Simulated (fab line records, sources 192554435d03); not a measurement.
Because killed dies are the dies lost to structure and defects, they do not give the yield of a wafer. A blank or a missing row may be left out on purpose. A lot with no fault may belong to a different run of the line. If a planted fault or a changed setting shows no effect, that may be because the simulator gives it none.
Which of the tools did it? :: flow n5-finfet :: 27 wafers from 9 lots sampled at 5 of the route's 1938 steps

## WHAT THE GAUGES READ, wafer by wafer
N5_BEOL_M0_SAQP_CD_MEAS_40 targets a cd of 30 nm. Usual: cd-nm 30.00 nm, standard deviation 0.24.
lot: L271
measured: day 5 19:02
on: cd-sem-01
cd-nm (nm): 30.02 30.01 30.44
flag: 

lot: L272
measured: day 6 04:00
on: cd-sem-02
cd-nm (nm): 29.90 29.74 30.10
flag: 

lot: L273
measured: day 6 21:08
on: cd-sem-02
cd-nm (nm): 29.63 29.74 29.62
flag: 

lot: L274
measured: day 6 23:35
on: cd-sem-03
cd-nm (nm): 29.77 29.94 29.91
flag: 

lot: L283
measured: day 8 17:31
on: cd-sem-03
cd-nm (nm): 29.90 30.04 29.95
flag: 

lot: L290
measured: day 10 12:26
on: cd-sem-01
cd-nm (nm): 30.14 30.06 30.24
flag: 

lot: L292
measured: day 11 03:09
on: cd-sem-02
cd-nm (nm): 29.89 30.03 30.06
flag: 

lot: L291
measured: day 11 05:08
on: cd-sem-01
cd-nm (nm): 30.09 30.09 29.97
flag: 

lot: L294
measured: day 11 10:31
on: cd-sem-02
cd-nm (nm): 29.88 30.17 29.96
flag: 

N5_BEOL_M4_RC_MEAS_101. Usual: DIBL_N 35.9 mV/V, standard deviation 1.4; DIBL_P 35.9 mV/V, standard deviation 1.7; IOFF_N 0.160 nA/um, standard deviation 0.026; IOFF_P 0.21 nA/um, standard deviation 0.036; ION_N 672 uA/um, standard deviation 11; ION_P 461 uA/um, standard deviation 8.1; SS_N 71.4 mV/dec, standard deviation 0.54; SS_P 73.2 mV/dec, standard deviation 0.67; VT_N 249.3 mV, standard deviation 2.7; VT_P -250 mV, standard deviation 3.9.
lot: L271
measured: day 7 17:38
on: prober-01
DIBL_N (mV/V): 35.5 34.1 34.8
DIBL_P (mV/V): 35.6 33.7 34.4
IOFF_N (nA/um): 0.172 0.148 0.159
IOFF_P (nA/um): 0.26 0.23 0.24
ION_N (uA/um): 685 678 681
ION_P (uA/um): 473 478 474
SS_N (mV/dec): 71.3 71.3 71.0
SS_P (mV/dec): 73.5 73.0 72.9
VT_N (mV): 250.0 248.9 248.9
VT_P (mV): -243 -246 -244
flag: 

lot: L272
measured: day 8 04:54
on: prober-01
DIBL_N (mV/V): 34.3 38.8 36.5
DIBL_P (mV/V): 33.6 39.7 35.2
IOFF_N (nA/um): 0.129 0.233 0.155
IOFF_P (nA/um): 0.19 0.29 0.22
ION_N (uA/um): 660 687 672
ION_P (uA/um): 462 468 457
SS_N (mV/dec): 71.6 72.8 72.1
SS_P (mV/dec): 72.8 74.8 73.3
VT_N (mV): 250.5 243.2 251.0
VT_P (mV): -248 -244 -247
flag: 

lot: L273
measured: day 9 00:26
on: prober-01
DIBL_N (mV/V): 34.8 36.4 32.5
DIBL_P (mV/V): 34.6 37.3 32.9
IOFF_N (nA/um): 0.127 0.172 0.114
IOFF_P (nA/um): 0.20 0.26 0.19
ION_N (uA/um): 660 683 669
ION_P (uA/um): 460 474 470
SS_N (mV/dec): 71.4 71.5 70.7
SS_P (mV/dec): 71.7 73.3 72.3
VT_N (mV): 253.8 250.2 250.5
VT_P (mV): -248 -246 -247
flag: 

lot: L274
measured: day 9 04:48
on: prober-02
DIBL_N (mV/V): 36.3 38.0 36.7
DIBL_P (mV/V): 36.2 39.1 35.7
IOFF_N (nA/um): 0.161 0.208 0.169
IOFF_P (nA/um): 0.22 0.28 0.21
ION_N (uA/um): 674 682 674
ION_P (uA/um): 462 465 454
SS_N (mV/dec): 71.1 72.0 71.8
SS_P (mV/dec): 74.1 73.7 73.2
VT_N (mV): 249.6 246.3 250.4
VT_P (mV): -247 -248 -247
flag: 

lot: L283
measured: day 11 10:02
on: prober-02
DIBL_N (mV/V): 38.3 35.8 36.1
DIBL_P (mV/V): 39.4 36.3 36.8
IOFF_N (nA/um): 0.204 0.158 0.169
IOFF_P (nA/um): 0.25 0.20 0.21
ION_N (uA/um): 676 686 687
ION_P (uA/um): 464 466 463
SS_N (mV/dec): 72.0 71.6 71.7
SS_P (mV/dec): 73.9 72.9 72.5
VT_N (mV): 243.8 248.7 245.5
VT_P (mV): -250 -250 -251
flag: 

lot: L290
measured: day 13 00:23
on: prober-01
DIBL_N (mV/V): 35.5 37.5 35.4
DIBL_P (mV/V): 35.9 38.4 35.7
IOFF_N (nA/um): 0.162 0.193 0.156
IOFF_P (nA/um): 0.25 0.28 0.24
ION_N (uA/um): 663 680 667
ION_P (uA/um): 465 472 462
SS_N (mV/dec): 72.1 72.4 71.2
SS_P (mV/dec): 72.7 74.2 72.8
VT_N (mV): 249.5 248.3 249.9
VT_P (mV): -243 -244 -248
flag: 

lot: L292
measured: day 13 03:45
on: prober-02
DIBL_N (mV/V): 40.2 35.4 37.4
DIBL_P (mV/V): 39.1 34.9 37.0
IOFF_N (nA/um): 0.228 0.132 0.165
IOFF_P (nA/um): 0.27 0.19 0.22
ION_N (uA/um): 677 672 682
ION_P (uA/um): 468 462 465
SS_N (mV/dec): 72.5 70.7 71.2
SS_P (mV/dec): 74.4 72.5 73.3
VT_N (mV): 246.0 252.0 247.7
VT_P (mV): -248 -254 -249
flag: 

lot: L291
measured: day 13 21:21
on: prober-02
DIBL_N (mV/V): 36.1 37.1 37.0
DIBL_P (mV/V): 34.4 36.0 36.6
IOFF_N (nA/um): 0.142 0.142 0.158
IOFF_P (nA/um): 0.15 0.17 0.18
ION_N (uA/um): 664 643 674
ION_P (uA/um): 450 441 450
SS_N (mV/dec): 70.9 71.9 71.8
SS_P (mV/dec): 72.8 73.1 73.2
VT_N (mV): 249.5 253.3 248.2
VT_P (mV): -258 -254 -255
flag: 

lot: L294
measured: day 14 04:16
on: prober-02
DIBL_N (mV/V): 36.1 35.0 38.2
DIBL_P (mV/V): 36.2 35.4 39.4
IOFF_N (nA/um): 0.149 0.136 0.190
IOFF_P (nA/um): 0.18 0.17 0.24
ION_N (uA/um): 665 678 675
ION_P (uA/um): 456 459 462
SS_N (mV/dec): 71.0 70.9 71.5
SS_P (mV/dec): 72.9 73.7 74.2
VT_N (mV): 252.6 253.1 249.5
VT_P (mV): -253 -255 -248
flag: 

## WHAT TOOL EACH LOT RAN ON (gives the tool, then ch and the chambers of the sampled wafers, and finally the start)
lot: L271
N5_BEOL_M0_SAQP_RECESS_104: vapor-etch-01 ch 0,1, day 5 17:04
N5_BEOL_M0_SAQP_SPACER2_ETCHBACK_27: rie-diel-04 ch 0,2,3, day 5 18:24
N5_BEOL_M0_SAQP_ETCH_73: rie-diel-03 ch 1,2, day 5 19:13

lot: L272
N5_BEOL_M0_SAQP_RECESS_104: vapor-etch-01 ch 0,1, day 6 02:04
N5_BEOL_M0_SAQP_SPACER2_ETCHBACK_27: rie-diel-04 ch 0,1, day 6 03:22
N5_BEOL_M0_SAQP_ETCH_73: rie-diel-04 ch 0,2,3, day 6 04:23

lot: L273
N5_BEOL_M0_SAQP_RECESS_104: vapor-etch-01 ch 1, day 6 18:32
N5_BEOL_M0_SAQP_SPACER2_ETCHBACK_27: rie-diel-02 ch 0,2,3, day 6 20:37
N5_BEOL_M0_SAQP_ETCH_73: rie-diel-02 ch 0,2, day 6 21:24

lot: L274
N5_BEOL_M0_SAQP_RECESS_104: vapor-etch-01 ch 0,1, day 6 20:13
N5_BEOL_M0_SAQP_SPACER2_ETCHBACK_27: rie-diel-03 ch 0,1,3, day 6 22:57
N5_BEOL_M0_SAQP_ETCH_73: rie-diel-03 ch 0,1,3, day 7 00:01

lot: L283
N5_BEOL_M0_SAQP_RECESS_104: vapor-etch-01 ch 0,1, day 8 15:41
N5_BEOL_M0_SAQP_SPACER2_ETCHBACK_27: rie-diel-02 ch 0,2, day 8 17:00
N5_BEOL_M0_SAQP_ETCH_73: rie-diel-03 ch 2,3, day 8 17:41

lot: L290
N5_BEOL_M0_SAQP_RECESS_104: vapor-etch-01 ch 0,1, day 10 10:17
N5_BEOL_M0_SAQP_SPACER2_ETCHBACK_27: rie-diel-04 ch 0,1,3, day 10 11:54
N5_BEOL_M0_SAQP_ETCH_73: rie-diel-02 ch 1,2,3, day 10 12:44

lot: L292
N5_BEOL_M0_SAQP_RECESS_104: vapor-etch-02 ch 0,1, day 11 00:38
N5_BEOL_M0_SAQP_SPACER2_ETCHBACK_27: rie-diel-04 ch 0,1,2, day 11 02:31
N5_BEOL_M0_SAQP_ETCH_73: rie-diel-04 ch 1,2,3, day 11 03:19

lot: L291
N5_BEOL_M0_SAQP_RECESS_104: vapor-etch-02 ch 1, day 11 02:55
N5_BEOL_M0_SAQP_SPACER2_ETCHBACK_27: rie-diel-03 ch 0,3, day 11 04:37
N5_BEOL_M0_SAQP_ETCH_73: rie-diel-04 ch 0,1, day 11 05:18

lot: L294
N5_BEOL_M0_SAQP_RECESS_104: vapor-etch-02 ch 1, day 11 08:35
N5_BEOL_M0_SAQP_SPACER2_ETCHBACK_27: rie-diel-02 ch 1,2, day 11 09:53
N5_BEOL_M0_SAQP_ETCH_73: rie-diel-04 ch 0,2,3, day 11 10:46
- N5_BEOL_M0_SAQP_RECESS_104: chemistry HF/NH3, target SiO2, target depth 18 nm, afs cycles 3, sublimation time 60 s.
- N5_BEOL_M0_SAQP_SPACER2_ETCHBACK_27: etches SiO2 in CHF3/O2, target depth 22.5 nm, time 11.25 s.
- N5_BEOL_M0_SAQP_ETCH_73: etches SiARC in CF4, target depth 19.5 nm, time 32.5 s.

## WHAT THE TOOLS THEMSELVES READ (means of the sampled wafers that have a number; where no wafer has one, the mark that the record gives instead)
N5_BEOL_M0_SAQP_RECESS_104. Usual: drypump-motor-current-A 5.9 A, standard deviation 0.34.
lot: L271
tool: vapor-etch-01
drypump-motor-current-A (A): 5.5
flag: 

lot: L272
tool: vapor-etch-01
drypump-motor-current-A (A): 5.5
flag: 

lot: L273
tool: vapor-etch-01
drypump-motor-current-A (A): 5.7
flag: 

lot: L274
tool: vapor-etch-01
drypump-motor-current-A (A): 5.5
flag: 

lot: L283
tool: vapor-etch-01
drypump-motor-current-A (A): 5.5
flag: 

lot: L290
tool: vapor-etch-01
drypump-motor-current-A (A): 5.5
flag: 

lot: L292
tool: vapor-etch-02
drypump-motor-current-A (A): 6.2
flag: 

lot: L291
tool: vapor-etch-02
drypump-motor-current-A (A): 6.0
flag: 

lot: L294
tool: vapor-etch-02
drypump-motor-current-A (A): 6.0
flag: 

N5_BEOL_M0_SAQP_SPACER2_ETCHBACK_27. Usual: drypump-motor-current-A 5.8 A, standard deviation 0.48; oes-product-au 0.80 a.u., standard deviation 0.088; rf-vpp-V 524 V, standard deviation 11; showerhead-plenum-p-Torr 2.45 Torr, standard deviation 0.07; throttle-valve-pct 18.9 %, standard deviation 0.33.
lot: L271
tool: rie-diel-04
drypump-motor-current-A (A): 5.7
oes-product-au (a.u.): 0.73
rf-vpp-V (V): 529
showerhead-plenum-p-Torr (Torr): 2.47
throttle-valve-pct (%): 19.0
flag: 

lot: L272
tool: rie-diel-04
drypump-motor-current-A (A): 5.8
oes-product-au (a.u.): 0.73
rf-vpp-V (V): 532
showerhead-plenum-p-Torr (Torr): 2.44
throttle-valve-pct (%): 19.1
flag: 

lot: L273
tool: rie-diel-02
drypump-motor-current-A (A): 6.2
oes-product-au (a.u.): 0.86
rf-vpp-V (V): 532
showerhead-plenum-p-Torr (Torr): 2.48
throttle-valve-pct (%): 18.8
flag: 

lot: L274
tool: rie-diel-03
drypump-motor-current-A (A): 5.8
oes-product-au (a.u.): 0.81
rf-vpp-V (V): 510
showerhead-plenum-p-Torr (Torr): 2.43
throttle-valve-pct (%): 18.8
flag: 

lot: L283
tool: rie-diel-02
drypump-motor-current-A (A): 6.1
oes-product-au (a.u.): 0.84
rf-vpp-V (V): 534
showerhead-plenum-p-Torr (Torr): 2.44
throttle-valve-pct (%): 18.7
flag: 

lot: L290
tool: rie-diel-04
drypump-motor-current-A (A): 5.9
oes-product-au (a.u.): 0.81
rf-vpp-V (V): 528
showerhead-plenum-p-Torr (Torr): 2.45
throttle-valve-pct (%): 18.7
flag: 

lot: L292
tool: rie-diel-04
drypump-motor-current-A (A): 5.9
oes-product-au (a.u.): 0.71
rf-vpp-V (V): 534
showerhead-plenum-p-Torr (Torr): 2.46
throttle-valve-pct (%): 19.1
flag: 

lot: L291
tool: rie-diel-03
drypump-motor-current-A (A): 5.8
oes-product-au (a.u.): 0.78
rf-vpp-V (V): 516
showerhead-plenum-p-Torr (Torr): 2.45
throttle-valve-pct (%): 18.9
flag: 

lot: L294
tool: rie-diel-02
drypump-motor-current-A (A): 6.2
oes-product-au (a.u.): 0.85
rf-vpp-V (V): 531
showerhead-plenum-p-Torr (Torr): 2.44
throttle-valve-pct (%): 18.5
flag: 

N5_BEOL_M0_SAQP_ETCH_73. Usual: for cf4-flow-sccm, 100.0 sccm with a standard deviation of 0.3; for drypump-motor-current-A, 5.8 A with a standard deviation of 0.42; for etch-rf-on-time-s, 32.7 s with a standard deviation of 0.69; for oes-product-au, 0.67 a.u. with a standard deviation of 0.07; for rf-vpp-V, 184.5 V with a standard deviation of 1.2; for showerhead-plenum-p-Torr, 2.18 Torr with a standard deviation of 0.064; for throttle-valve-pct, 15.58 % with a standard deviation of 0.29.
lot: L271
tool: rie-diel-03
cf4-flow-sccm (sccm): 99.9
drypump-motor-current-A (A): 5.3
etch-rf-on-time-s (s): 33.4
oes-product-au (a.u.): 0.68
rf-vpp-V (V): 183.9
showerhead-plenum-p-Torr (Torr): 2.13
throttle-valve-pct (%): 15.70
flag: 

lot: L272
tool: rie-diel-04
cf4-flow-sccm (sccm): 99.9
drypump-motor-current-A (A): 5.7
etch-rf-on-time-s (s): 32.5
oes-product-au (a.u.): 0.63
rf-vpp-V (V): 185.1
showerhead-plenum-p-Torr (Torr): 2.19
throttle-valve-pct (%): 15.75
flag: 

lot: L273
tool: rie-diel-02
cf4-flow-sccm (sccm): 100.3
drypump-motor-current-A (A): 6.1
etch-rf-on-time-s (s): 32.6
oes-product-au (a.u.): 0.73
rf-vpp-V (V): 184.7
showerhead-plenum-p-Torr (Torr): 2.17
throttle-valve-pct (%): 15.32
flag: 

lot: L274
tool: rie-diel-03
cf4-flow-sccm (sccm): 99.9
drypump-motor-current-A (A): 5.9
etch-rf-on-time-s (s): 32.5
oes-product-au (a.u.): 0.69
rf-vpp-V (V): 184.4
showerhead-plenum-p-Torr (Torr): 2.16
throttle-valve-pct (%): 15.55
flag: 

lot: L283
tool: rie-diel-03
cf4-flow-sccm (sccm): 109.8
drypump-motor-current-A (A): 5.4
etch-rf-on-time-s (s): 32.5
oes-product-au (a.u.): 0.73
rf-vpp-V (V): 185.2
showerhead-plenum-p-Torr (Torr): 2.30
throttle-valve-pct (%): 15.84
flag: OFF

lot: L290
tool: rie-diel-02
cf4-flow-sccm (sccm): 100.0
drypump-motor-current-A (A): 6.2
etch-rf-on-time-s (s): 31.8
oes-product-au (a.u.): 0.74
rf-vpp-V (V): 184.8
showerhead-plenum-p-Torr (Torr): 2.20
throttle-valve-pct (%): 15.27
flag: 

lot: L292
tool: rie-diel-04
cf4-flow-sccm (sccm): 99.7
drypump-motor-current-A (A): 5.9
etch-rf-on-time-s (s): 32.4
oes-product-au (a.u.): 0.68
rf-vpp-V (V): 184.1
showerhead-plenum-p-Torr (Torr): 2.20
throttle-valve-pct (%): 15.47
flag: 

lot: L291
tool: rie-diel-04
cf4-flow-sccm (sccm): 100.1
drypump-motor-current-A (A): 6.1
etch-rf-on-time-s (s): 33.2
oes-product-au (a.u.): 0.61
rf-vpp-V (V): 184.5
showerhead-plenum-p-Torr (Torr): 2.18
throttle-valve-pct (%): 15.61
flag: 

lot: L294
tool: rie-diel-04
cf4-flow-sccm (sccm): 100.1
drypump-motor-current-A (A): 5.7
etch-rf-on-time-s (s): 32.2
oes-product-au (a.u.): 0.68
rf-vpp-V (V): 185.3
showerhead-plenum-p-Torr (Torr): 2.17
throttle-valve-pct (%): 15.66
flag: 

## THE ANSWER, worked out from the rows above alone
Rule: lot off if the mean of its wafers having a number is beyond 3 standard deviations from the usual mean. Also off: a lot with no number at a reading for which 4 or more lots have one. The other lots that the step has rows for count as sound. The gauges are gone through in route order, then the tools' own readings, and for those a lot's mean is taken as printed above. At the first step where some lot is off, the reading lying furthest off is the one used; lots without a number count as furthest.
Off: L283, at N5_BEOL_M0_SAQP_ETCH_73 (cf4-flow-sccm).
If a tool, at that step or one of the process steps before it, ran each lot that is off and ran no sound lot following the first of them, it fits. One fits: N5_BEOL_M0_SAQP_ETCH_73 on rie-diel-03. A fault onset in the window from L274 (day 7 00:01, its last sound lot) to L283 (day 8 17:41, its first lot off) fits.
The tool's own readings at N5_BEOL_M0_SAQP_ETCH_73 bear it out: on the lots that are off they differ by more than 5 times the standard deviation of the sound lots' means. cf4-flow-sccm reads 109.8 sccm there against 100.0 sccm on the sound lots; showerhead-plenum-p-Torr reads 2.30 Torr there against 2.17 Torr on the sound lots.

## WHAT THE SIMULATOR HAD PUT IN
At N5_BEOL_M0_SAQP_ETCH_73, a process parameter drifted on rie-diel-03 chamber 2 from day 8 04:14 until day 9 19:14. The setting cf4-flow-sccm was moved by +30, starting from 100. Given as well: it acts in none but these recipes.
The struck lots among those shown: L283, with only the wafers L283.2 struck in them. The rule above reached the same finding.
